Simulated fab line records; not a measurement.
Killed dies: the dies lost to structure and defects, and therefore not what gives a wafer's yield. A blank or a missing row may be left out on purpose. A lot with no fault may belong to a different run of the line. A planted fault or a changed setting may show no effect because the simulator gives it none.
The tool behind it: which one? :: flow n5_finfet :: 30 wafers from 10 lots sampled at 5 of the route's 1938 steps

== WHAT EACH GAUGE READ, for each wafer ==
N5_MOL_CONTACT_COAG_CD_MEAS_08 targets a cd of 28 nm. Usual: cd_nm 28.00 nm, standard deviation 0.24.
lot: L274
measured: day 4 15:41
on: cd_sem-01
cd_nm (nm): 27.64 28.28 27.76
flag: 

lot: L277
measured: day 5 09:29
on: cd_sem-02
cd_nm (nm): 28.02 28.02 28.35
flag: 

lot: L278
measured: day 5 20:39
on: cd_sem-01
cd_nm (nm): 28.05 27.83 27.98
flag: 

lot: L279
measured: day 6 00:17
on: cd_sem-03
cd_nm (nm): 28.71 28.01 28.69
flag: 

lot: L280
measured: day 6 08:05
on: cd_sem-02
cd_nm (nm): 27.93 27.82 28.09
flag: 

lot: L281
measured: day 6 13:06
on: cd_sem-01
cd_nm (nm): 27.66 27.89 28.18
flag: 

lot: L291
measured: day 9 00:26
on: cd_sem-01
cd_nm (nm): 27.99 28.22 27.97
flag: 

lot: L292
measured: day 9 05:38
on: cd_sem-03
cd_nm (nm): 28.35 27.76 27.66
flag: 

lot: L293
measured: day 9 13:17
on: cd_sem-02
cd_nm (nm): 28.07 27.74 27.90
flag: 

lot: L297
measured: day 10 15:35
on: cd_sem-01
cd_nm (nm): 28.09 28.32 27.43
flag: 

N5_MOL_CONTACT_COAG_CD_MEAS_99 targets a cd of 17.2 nm. Usual: cd_nm 17.2 nm, standard deviation 0.32.
lot: L274
measured: day 4 16:13
on: cd_sem-01
cd_nm (nm): 17.1 17.1 17.2
flag: 

lot: L277
measured: day 5 10:00
on: cd_sem-01
cd_nm (nm): 17.3 16.9 17.3
flag: 

lot: L278
measured: day 5 21:15
on: cd_sem-02
cd_nm (nm): 16.9 17.3 17.3
flag: 

lot: L279
measured: day 6 01:01
on: cd_sem-01
cd_nm (nm): 17.0 17.7 17.4
flag: 

lot: L280
measured: day 6 08:37
on: cd_sem-03
cd_nm (nm): 17.7 17.9 17.4
flag: 

lot: L281
measured: day 6 13:46
on: cd_sem-03
cd_nm (nm): 17.1 16.9 17.0
flag: 

lot: L291
measured: day 9 01:04
on: cd_sem-01
cd_nm (nm): 17.8 17.0 17.3
flag: 

lot: L292
measured: day 9 06:09
on: cd_sem-02
cd_nm (nm): 17.0 17.0 17.2
flag: 

lot: L293
measured: day 9 13:48
on: cd_sem-01
cd_nm (nm): 17.0 16.7 17.1
flag: 

lot: L297
measured: day 10 16:06
on: cd_sem-02
cd_nm (nm): 17.2 17.7 17.4
flag: 

N5_BEOL_M4_RC_MEAS_101. Usual: DIBL_N 35.7 mV/V, standard deviation 1.3; DIBL_P 35.4 mV/V, standard deviation 1.8; IOFF_N 0.152 nA/um, standard deviation 0.027; IOFF_P 0.20 nA/um, standard deviation 0.034; ION_N 672 uA/um, standard deviation 9.8; ION_P 461 uA/um, standard deviation 7.5; SS_N 71.4 mV/dec, standard deviation 0.55; SS_P 73.1 mV/dec, standard deviation 0.61; VT_N 251 mV, standard deviation 3.3; VT_P -251 mV, standard deviation 3.6.
lot: L274
measured: day 7 18:44
on: prober-02
DIBL_N (mV/V): 37.2 35.0 35.2
DIBL_P (mV/V): 39.2 38.2 36.6
IOFF_N (nA/um): 0.199 0.160 0.161
IOFF_P (nA/um): 0.27 0.24 0.22
ION_N (uA/um): 681 672 684
ION_P (uA/um): 469 465 467
SS_N (mV/dec): 72.2 71.1 71.0
SS_P (mV/dec): 74.2 73.9 73.7
VT_N (mV): 247 248 248
VT_P (mV): -244 -246 -247
flag: 

lot: L277
measured: day 8 13:11
on: prober-02
DIBL_N (mV/V): 34.3 34.6 33.5
DIBL_P (mV/V): 36.0 34.9 35.0
IOFF_N (nA/um): 0.149 0.144 0.146
IOFF_P (nA/um): 0.18 0.17 0.17
ION_N (uA/um): 676 664 670
ION_P (uA/um): 457 455 459
SS_N (mV/dec): 70.9 71.6 70.7
SS_P (mV/dec): 72.8 72.0 73.0
VT_N (mV): 252 254 251
VT_P (mV): -255 -253 -252
flag: 

lot: L278
measured: day 8 23:14
on: prober-01
DIBL_N (mV/V): 35.8 36.4 36.6
DIBL_P (mV/V): 36.2 37.6 37.3
IOFF_N (nA/um): 0.162 0.186 0.188
IOFF_P (nA/um): 0.18 0.19 0.19
ION_N (uA/um): 676 688 673
ION_P (uA/um): 452 469 453
SS_N (mV/dec): 71.3 71.3 72.3
SS_P (mV/dec): 73.1 73.7 73.8
VT_N (mV): 253 246 251
VT_P (mV): -258 -252 -253
flag: 

lot: L279
measured: day 9 02:27
on: prober-02
DIBL_N (mV/V): 35.6 38.0 37.0
DIBL_P (mV/V): 36.1 39.5 37.8
IOFF_N (nA/um): 0.174 0.237 0.203
IOFF_P (nA/um): 0.24 0.32 0.27
ION_N (uA/um): 679 694 691
ION_P (uA/um): 472 484 481
SS_N (mV/dec): 71.7 72.4 71.8
SS_P (mV/dec): 73.4 73.6 73.5
VT_N (mV): 247 243 243
VT_P (mV): -243 -242 -243
flag: 

lot: L280
measured: day 9 08:35
on: prober-02
DIBL_N (mV/V): 35.7 35.7 35.1
DIBL_P (mV/V): 36.7 36.7 36.3
IOFF_N (nA/um): 0.162 0.163 0.152
IOFF_P (nA/um): 0.23 0.23 0.22
ION_N (uA/um): 680 678 678
ION_P (uA/um): 468 467 467
SS_N (mV/dec): 71.3 71.4 71.0
SS_P (mV/dec): 72.6 72.1 73.0
VT_N (mV): 247 247 249
VT_P (mV): -247 -248 -247
flag: 

lot: L281
measured: day 9 17:50
on: prober-02
DIBL_N (mV/V): 36.0 35.9 35.6
DIBL_P (mV/V): 36.9 36.5 35.6
IOFF_N (nA/um): 0.162 0.157 0.153
IOFF_P (nA/um): 0.21 0.20 0.20
ION_N (uA/um): 676 682 674
ION_P (uA/um): 465 459 462
SS_N (mV/dec): 72.1 71.7 71.3
SS_P (mV/dec): 73.2 72.6 73.1
VT_N (mV): 247 248 248
VT_P (mV): -251 -250 -250
flag: 

lot: L291
measured: day 12 15:07
on: prober-01
DIBL_N (mV/V): 34.7 33.4 35.4
DIBL_P (mV/V): 33.2 31.7 35.0
IOFF_N (nA/um): 0.143 0.122 0.164
IOFF_P (nA/um): 0.19 0.17 0.21
ION_N (uA/um): 674 666 676
ION_P (uA/um): 463 462 469
SS_N (mV/dec): 72.2 71.8 72.1
SS_P (mV/dec): 73.0 73.3 73.5
VT_N (mV): 252 254 252
VT_P (mV): -249 -251 -249
flag: 

lot: L292
measured: day 12 16:40
on: prober-02
DIBL_N (mV/V): 39.0 38.2 37.7
DIBL_P (mV/V): 38.9 37.8 37.7
IOFF_N (nA/um): 0.201 0.196 0.175
IOFF_P (nA/um): 0.28 0.27 0.26
ION_N (uA/um): 685 691 677
ION_P (uA/um): 474 479 472
SS_N (mV/dec): 71.8 72.4 71.4
SS_P (mV/dec): 74.3 74.4 74.6
VT_N (mV): 246 248 248
VT_P (mV): -246 -244 -244
flag: 

lot: L293
measured: day 12 11:26
on: prober-01
DIBL_N (mV/V): 35.3 34.3 34.0
DIBL_P (mV/V): 34.9 33.2 33.3
IOFF_N (nA/um): 0.143 0.123 0.126
IOFF_P (nA/um): 0.18 0.17 0.18
ION_N (uA/um): 676 666 667
ION_P (uA/um): 459 457 460
SS_N (mV/dec): 71.4 70.4 70.9
SS_P (mV/dec): 72.9 72.6 72.6
VT_N (mV): 252 254 252
VT_P (mV): -253 -254 -252
flag: 

lot: L297
measured: day 14 06:29
on: prober-02
DIBL_N (mV/V): 34.8 33.8 35.4
DIBL_P (mV/V): 33.5 32.4 34.7
IOFF_N (nA/um): 0.121 0.104 0.132
IOFF_P (nA/um): 0.19 0.17 0.20
ION_N (uA/um): 674 653 668
ION_P (uA/um): 459 457 467
SS_N (mV/dec): 70.5 70.8 71.3
SS_P (mV/dec): 73.0 72.3 73.0
VT_N (mV): 254 259 252
VT_P (mV): -252 -253 -249
flag: 

== WHAT TOOL EACH LOT RAN ON (gives the tool, then ch and the chambers of the sampled wafers, and finally the start) ==
lot: L274
N5_GATE_CUT_CMP_61: cmp-01 ch 1,3, day 4 15:10
N5_MOL_CONTACT_COAG_ALD_20: ald_metal-01 ch 0,3, day 4 16:49

lot: L277
N5_GATE_CUT_CMP_61: cmp-01 ch 0,3, day 5 08:57
N5_MOL_CONTACT_COAG_ALD_20: ald_metal-03 ch 1,2,3, day 5 10:38

lot: L278
N5_GATE_CUT_CMP_61: cmp-01 ch 1,2,3, day 5 20:09
N5_MOL_CONTACT_COAG_ALD_20: ald_metal-03 ch 0,1,3, day 5 23:08

lot: L279
N5_GATE_CUT_CMP_61: cmp-03 ch 1,2, day 5 23:37
N5_MOL_CONTACT_COAG_ALD_20: ald_metal-03 ch 0,1,3, day 6 01:40

lot: L280
N5_GATE_CUT_CMP_61: cmp-04 ch 0,2,3, day 6 07:39
N5_MOL_CONTACT_COAG_ALD_20: ald_metal-01 ch 1,2, day 6 10:16

lot: L281
N5_GATE_CUT_CMP_61: cmp-03 ch 1,2,3, day 6 12:34
N5_MOL_CONTACT_COAG_ALD_20: ald_metal-03 ch 0,1,3, day 6 14:26

lot: L291
N5_GATE_CUT_CMP_61: cmp-01 ch 0,1, day 8 23:46
N5_MOL_CONTACT_COAG_ALD_20: ald_metal-01 ch 2,3, day 9 03:30

lot: L292
N5_GATE_CUT_CMP_61: cmp-01 ch 0,1,3, day 9 05:07
N5_MOL_CONTACT_COAG_ALD_20: ald_metal-01 ch 0,1,3, day 9 07:38

lot: L293
N5_GATE_CUT_CMP_61: cmp-03 ch 0,1,3, day 9 12:45
N5_MOL_CONTACT_COAG_ALD_20: ald_metal-03 ch 0,1,3, day 9 14:50

lot: L297
N5_GATE_CUT_CMP_61: cmp-03 ch 2,3, day 10 15:03
N5_MOL_CONTACT_COAG_ALD_20: ald_metal-02 ch 1,3, day 10 20:11
- N5_GATE_CUT_CMP_61: polishes, stops on SiNx, t overpolish 3 s.
- N5_MOL_CONTACT_COAG_ALD_20: deposits TiN, target thk 1.5 nm, pulse time 1 s, purge time 3 s.

== AS READ BY THE TOOLS THEMSELVES (means over the sampled wafers that have a number; for cases with no such wafer, the mark the record gives instead) ==
N5_GATE_CUT_CMP_61. Usual: head_pressure_psi 4.001 psi, standard deviation 0.0089; motor_current_A 11.9 A, standard deviation 1.4.
lot: L274
tool: cmp-01
head_pressure_psi (psi): 3.999
motor_current_A (A): 10.8
flag: 

lot: L277
tool: cmp-01
head_pressure_psi (psi): 4.006
motor_current_A (A): 11.6
flag: 

lot: L278
tool: cmp-01
head_pressure_psi (psi): 3.999
motor_current_A (A): 10.8
flag: 

lot: L279
tool: cmp-03
head_pressure_psi (psi): 4.003
motor_current_A (A): 11.6
flag: 

lot: L280
tool: cmp-04
head_pressure_psi (psi): 4.000
motor_current_A (A): 12.4
flag: 

lot: L281
tool: cmp-03
head_pressure_psi (psi): 3.998
motor_current_A (A): 12.4
flag: 

lot: L291
tool: cmp-01
head_pressure_psi (psi): 3.998
motor_current_A (A): 11.7
flag: 

lot: L292
tool: cmp-01
head_pressure_psi (psi): 3.995
motor_current_A (A): 11.4
flag: 

lot: L293
tool: cmp-03
head_pressure_psi (psi): 4.003
motor_current_A (A): 12.6
flag: 

lot: L297
tool: cmp-03
head_pressure_psi (psi): 4.006
motor_current_A (A): 13.8
flag: 

N5_MOL_CONTACT_COAG_ALD_20. Usual: chamber_pressure_Torr 3.000 Torr, standard deviation 0.0068; heater_power_outer_w 511 W, standard deviation 50; heater_power_w 834 W, standard deviation 82; precursor_pulse_height_rel 0.999, standard deviation 0.019.
lot: L274
tool: ald_metal-01
chamber_pressure_Torr (Torr): 2.995
heater_power_outer_w (W): 555
heater_power_w (W): 904
precursor_pulse_height_rel: 0.987
flag: 

lot: L277
tool: ald_metal-03
chamber_pressure_Torr (Torr): 2.997
heater_power_outer_w (W): 496
heater_power_w (W): 826
precursor_pulse_height_rel: 1.018
flag: 

lot: L278
tool: ald_metal-03
chamber_pressure_Torr (Torr): 2.998
heater_power_outer_w (W): 508
heater_power_w (W): 825
precursor_pulse_height_rel: 1.005
flag: 

lot: L279
tool: ald_metal-03
chamber_pressure_Torr (Torr): 3.000
heater_power_outer_w (W): 506
heater_power_w (W): 837
precursor_pulse_height_rel: 0.987
flag: 

lot: L280
tool: ald_metal-01
chamber_pressure_Torr (Torr): 2.988
heater_power_outer_w (W): 472
heater_power_w (W): 769
precursor_pulse_height_rel: 0.996
flag: 

lot: L281
tool: ald_metal-03
chamber_pressure_Torr (Torr): 3.004
heater_power_outer_w (W): 506
heater_power_w (W): 842
precursor_pulse_height_rel: 0.999
flag: 

lot: L291
tool: ald_metal-01
chamber_pressure_Torr (Torr): 3.002
heater_power_outer_w (W): 546
heater_power_w (W): 846
precursor_pulse_height_rel: 1.005
flag: 

lot: L292
tool: ald_metal-01
chamber_pressure_Torr (Torr): 2.998
heater_power_outer_w (W): 522
heater_power_w (W): 869
precursor_pulse_height_rel: 0.987
flag: 

lot: L293
tool: ald_metal-03
chamber_pressure_Torr (Torr): 3.003
heater_power_outer_w (W): 512
heater_power_w (W): 840
precursor_pulse_height_rel: 1.003
flag: 

lot: L297
tool: ald_metal-02
chamber_pressure_Torr (Torr): 3.007
heater_power_outer_w (W): 544
heater_power_w (W): 881
precursor_pulse_height_rel: 0.988
flag: 

== THE ANSWER, worked out from the rows above alone ==
Rule: a lot counts as off when the mean over its wafers that have a number is more than 3 standard deviations away from the usual mean. Also off: a lot with no number at a reading for which 4 or more lots have one. All remaining lots with rows at the step are treated as sound. First the gauges in route order, then the tools' own readings, where a lot's mean is used as printed above. At the first step where some lot is off, the reading lying furthest off is the one used; lots without a number count as furthest.
No lot is off at any reading shown: from this, nothing can be told.

== WHAT THE SIMULATOR HAD PUT IN ==
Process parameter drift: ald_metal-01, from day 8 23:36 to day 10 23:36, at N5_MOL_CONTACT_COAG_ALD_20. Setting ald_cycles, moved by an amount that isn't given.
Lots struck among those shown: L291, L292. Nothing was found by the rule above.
